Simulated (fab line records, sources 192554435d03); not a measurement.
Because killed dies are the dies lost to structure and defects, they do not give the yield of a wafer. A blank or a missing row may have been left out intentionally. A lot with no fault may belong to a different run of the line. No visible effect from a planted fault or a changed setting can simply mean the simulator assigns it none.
Split-lot trial || flow n5 finfet || 7 lots, 21 wafers read, on a route of 1938 steps

SPLIT DETAILS
At N5_BEOL_M4_DESCUM_16 (chemistry O2, time 7 s), the setting time s was moved away from the recipe's 7 s on 10 of the 21 wafers read, by -17.2% to +14.7%. All remaining wafers had this setting at the recipe value.

Split to reading: the file shows no intervening step.

THE READING
CAR-EUV_of_BEOL_M4_COAT_05.thk nm (the simulator's own value, which no gauge read), in nm, at N5_BEOL_M4_ETCH_74 (etches underlayer in N2/H2, target depth 6.5 nm, time 5.2 s). The file does not state a usual value for it. Here, 11 wafers ran the recipe; their average is 20.4 nm with a standard deviation of 0.11 nm.

{"wafer": "L075.1", "tool, chamber at the split": "rie diel-03, 1", "time s as run, s": 7, "against the recipe": "recipe", "CAR-EUV_of_BEOL_M4_COAT_05.thk nm, nm": 20.4, "against lot-mates on the recipe": "-"}
{"wafer": "L075.2", "tool, chamber at the split": "rie diel-03, 3,2", "time s as run, s": 6.275, "against the recipe": "-10.4%", "CAR-EUV_of_BEOL_M4_COAT_05.thk nm, nm": 20.6, "against lot-mates on the recipe": "+0.2"}
{"wafer": "L075.4", "tool, chamber at the split": "rie diel-03, 3,2", "time s as run, s": 6.275, "against the recipe": "-10.4%", "CAR-EUV_of_BEOL_M4_COAT_05.thk nm, nm": 20.6, "against lot-mates on the recipe": "+0.2"}
{"wafer": "L081.1", "tool, chamber at the split": "rie diel-03, 0", "time s as run, s": 7, "against the recipe": "recipe", "CAR-EUV_of_BEOL_M4_COAT_05.thk nm, nm": 20.4, "against lot-mates on the recipe": "-"}
{"wafer": "L081.3", "tool, chamber at the split": "rie diel-03, 2", "time s as run, s": 7, "against the recipe": "recipe", "CAR-EUV_of_BEOL_M4_COAT_05.thk nm, nm": 20.2, "against lot-mates on the recipe": "-"}
{"wafer": "L081.6", "tool, chamber at the split": "rie diel-03, 3", "time s as run, s": 7.78, "against the recipe": "+11.1%", "CAR-EUV_of_BEOL_M4_COAT_05.thk nm, nm": 20, "against lot-mates on the recipe": -0.3}
{"wafer": "L083.2", "tool, chamber at the split": "rie diel-01, 0", "time s as run, s": 5.798, "against the recipe": "-17.2%", "CAR-EUV_of_BEOL_M4_COAT_05.thk nm, nm": 20.8, "against lot-mates on the recipe": "+0.6"}
{"wafer": "L083.5", "tool, chamber at the split": "rie diel-01, 0", "time s as run, s": 5.798, "against the recipe": "-17.2%", "CAR-EUV_of_BEOL_M4_COAT_05.thk nm, nm": 20.8, "against lot-mates on the recipe": "+0.6"}
{"wafer": "L083.6", "tool, chamber at the split": "rie diel-01, 2", "time s as run, s": 7, "against the recipe": "recipe", "CAR-EUV_of_BEOL_M4_COAT_05.thk nm, nm": 20.2, "against lot-mates on the recipe": "-"}
{"wafer": "L085.4", "tool, chamber at the split": "rie diel-03, 0,0,3", "time s as run, s": 7, "against the recipe": "recipe", "CAR-EUV_of_BEOL_M4_COAT_05.thk nm, nm": 20.4, "against lot-mates on the recipe": "-"}
{"wafer": "L085.6", "tool, chamber at the split": "rie diel-03, 0,0,3", "time s as run, s": 7, "against the recipe": "recipe", "CAR-EUV_of_BEOL_M4_COAT_05.thk nm, nm": 20.4, "against lot-mates on the recipe": "-"}
{"wafer": "L085.5", "tool, chamber at the split": "rie diel-03, 0,0,3", "time s as run, s": 7, "against the recipe": "recipe", "CAR-EUV_of_BEOL_M4_COAT_05.thk nm, nm": 20.4, "against lot-mates on the recipe": "-"}
{"wafer": "L084.1", "tool, chamber at the split": "rie diel-06, 1", "time s as run, s": 6.019, "against the recipe": "-14.0%", "CAR-EUV_of_BEOL_M4_COAT_05.thk nm, nm": 21, "against lot-mates on the recipe": "+0.4"}
{"wafer": "L084.2", "tool, chamber at the split": "rie diel-06, 3", "time s as run, s": 6.019, "against the recipe": "-14.0%", "CAR-EUV_of_BEOL_M4_COAT_05.thk nm, nm": 20.8, "against lot-mates on the recipe": "+0.2"}
{"wafer": "L084.4", "tool, chamber at the split": "rie diel-06, 0", "time s as run, s": 7, "against the recipe": "recipe", "CAR-EUV_of_BEOL_M4_COAT_05.thk nm, nm": 20.6, "against lot-mates on the recipe": "-"}
{"wafer": "L089.3", "tool, chamber at the split": "rie diel-01, 2", "time s as run, s": 7, "against the recipe": "recipe", "CAR-EUV_of_BEOL_M4_COAT_05.thk nm, nm": 20.4, "against lot-mates on the recipe": "-"}
{"wafer": "L089.4", "tool, chamber at the split": "rie diel-01, 3", "time s as run, s": 8.027, "against the recipe": "+14.7%", "CAR-EUV_of_BEOL_M4_COAT_05.thk nm, nm": 19.8, "against lot-mates on the recipe": -0.6}
{"wafer": "L089.5", "tool, chamber at the split": "rie diel-01, 2", "time s as run, s": 7, "against the recipe": "recipe", "CAR-EUV_of_BEOL_M4_COAT_05.thk nm, nm": 20.4, "against lot-mates on the recipe": "-"}
{"wafer": "L091.1", "tool, chamber at the split": "rie diel-03, 0", "time s as run, s": 7.799, "against the recipe": "+11.4%", "CAR-EUV_of_BEOL_M4_COAT_05.thk nm, nm": 20, "against lot-mates on the recipe": -0.2}
{"wafer": "L091.3", "tool, chamber at the split": "rie diel-03, 2", "time s as run, s": 7, "against the recipe": "recipe", "CAR-EUV_of_BEOL_M4_COAT_05.thk nm, nm": 20.2, "against lot-mates on the recipe": "-"}
{"wafer": "L091.5", "tool, chamber at the split": "rie diel-03, 2", "time s as run, s": 7.799, "against the recipe": "+11.4%", "CAR-EUV_of_BEOL_M4_COAT_05.thk nm, nm": 19.8, "against lot-mates on the recipe": -0.4}
The file does not say which wafer passed through which chamber wherever a row lists several chambers: such a row stands for several wafers.

FIT RESULTS
A straight line over all 21 wafers: CAR-EUV_of_BEOL_M4_COAT_05.thk nm changes by -0.0327 nm for each +1% of time s; r = -0.94; the points scatter about the line by 0.12 nm.
The same after taking each lot's own level away (the mean of its wafers on the recipe; 21 wafers): -0.0293 nm for each +1%; r = -0.95; scatter 0.089 nm.
On that fit, the largest move of time s shifts the reading by 0.5 nm.
Measured against the standard deviation above, the lots' own levels, which go from 20.20 to 20.60 nm, span 3.5 times it.
So the lot-to-lot level changes the slope: the two fits differ.
Check: with one of the wafers moved furthest among these (-17.2%) left out of the fit, the line predicts +0.463 nm for it against its lot-mates. It came out at +0.6 nm against them.

OTHER SPLITS APPLIED TO THESE WAFERS
Note: prior to the reading, these wafers also went through further splits. Each is held against what the fit with the lots' levels taken away leaves over:
{"other split on the same wafers": "N5_BEOL_M4_EXPOSE_08 dose mj", "wafers away from the commonest value": 8, "r with CAR-EUV_of_BEOL_M4_COAT_05.thk nm (lot level and that fit taken away)": -0.53}

THE WHOLE CHAIN: every reading that the file lists as answering this split, in the file's order
{"step": "N5_BEOL_M4_DESCUM_16", "what it does": "chemistry O2, time 7 s", "reading": "CAR-EUV_of_BEOL_M4_COAT_05.thk nm (the simulator's own value, which no gauge read)", "change (the file's fit)": "-0.0349 nm for each +1% of the setting", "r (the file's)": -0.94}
{"step": "N5_BEOL_M4_ETCH_74", "what it does": "etches underlayer in N2/H2, target depth 6.5 nm, time 5.2 s", "reading": "CAR-EUV_of_BEOL_M4_COAT_05.thk nm (the simulator's own value, which no gauge read)", "change (the file's fit)": "-0.0301 nm for each +1% of the setting", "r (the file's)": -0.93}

FILE'S OWN FIT
CAR-EUV_of_BEOL_M4_COAT_05.thk nm changes by -0.0301 nm for each +1% of time s, r = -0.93.
